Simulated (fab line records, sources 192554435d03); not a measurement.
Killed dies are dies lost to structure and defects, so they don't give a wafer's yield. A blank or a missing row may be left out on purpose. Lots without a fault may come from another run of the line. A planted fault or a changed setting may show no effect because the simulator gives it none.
Chamber matching | flow n5_finfet | N5_PASSIVATION_PASS_ETCH_74 on rie_diel-03: 4 sister chambers
The step etches SiNx in CF4/O2, target depth 220 nm, time 110 s. 8 wafers are shown with their chamber, then 8 later ones without.

WAFERS WITH THEIR CHAMBER
wafer  | chamber | showerhead_plenum_p_Torr (Torr) | rf_vpp_V (V)
L074.6 | 0       | 2.16                            | 239
L086.1 | 2       | 2.31                            | 244
L086.5 | 1       | 2.31                            | 254
L086.6 | 0       | 2.16                            | 240
L090.3 | 3       | 2.18                            | 235
L090.5 | 3       | 2.18                            | 236
L090.6 | 2       | 2.30                            | 244
L093.1 | 1       | 2.30                            | 254

WAFERS WITHOUT THEIR CHAMBER
wafer  | showerhead_plenum_p_Torr (Torr) | rf_vpp_V (V)
L093.3 | 2.15                            | 239
L093.4 | 2.30                            | 243
L091.1 | 2.15                            | 240
L091.3 | 2.30                            | 255
L091.5 | 2.30                            | 243
L097.3 | 2.17                            | 237
L097.5 | 2.15                            | 239
L097.6 | 2.30                            | 255

WHICH CHAMBER EACH WENT THROUGH
wafer  | from the rows above     | in truth
L093.3 | 0                       | 0
L093.4 | 2                       | 2
L091.1 | 0                       | 0
L091.3 | 1                       | 1
L091.5 | 2                       | 2
L097.3 | can't be placed: 3 or 0 | 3
L097.5 | 0                       | 0
L097.6 | 1                       | 1
Placed correctly: 7 of 8. Can't be placed from these rows: 1 (the true chamber is among the candidates in 1). Placed wrongly: 0.
How it was worked out, from the rows above alone: a wafer's distance from a chamber is the root of the sum, over the readings, of the square of ((its reading less the chamber's mean) divided by the reading's scatter). The wafer belongs to the nearest chamber; if the next one is less than 2 further off, it can't be placed. A chamber's mean is the mean of its shown wafers. The scatter: the root of (the sum of the squares of (reading less its chamber's mean) over the shown wafers, divided by (wafers less chambers)).
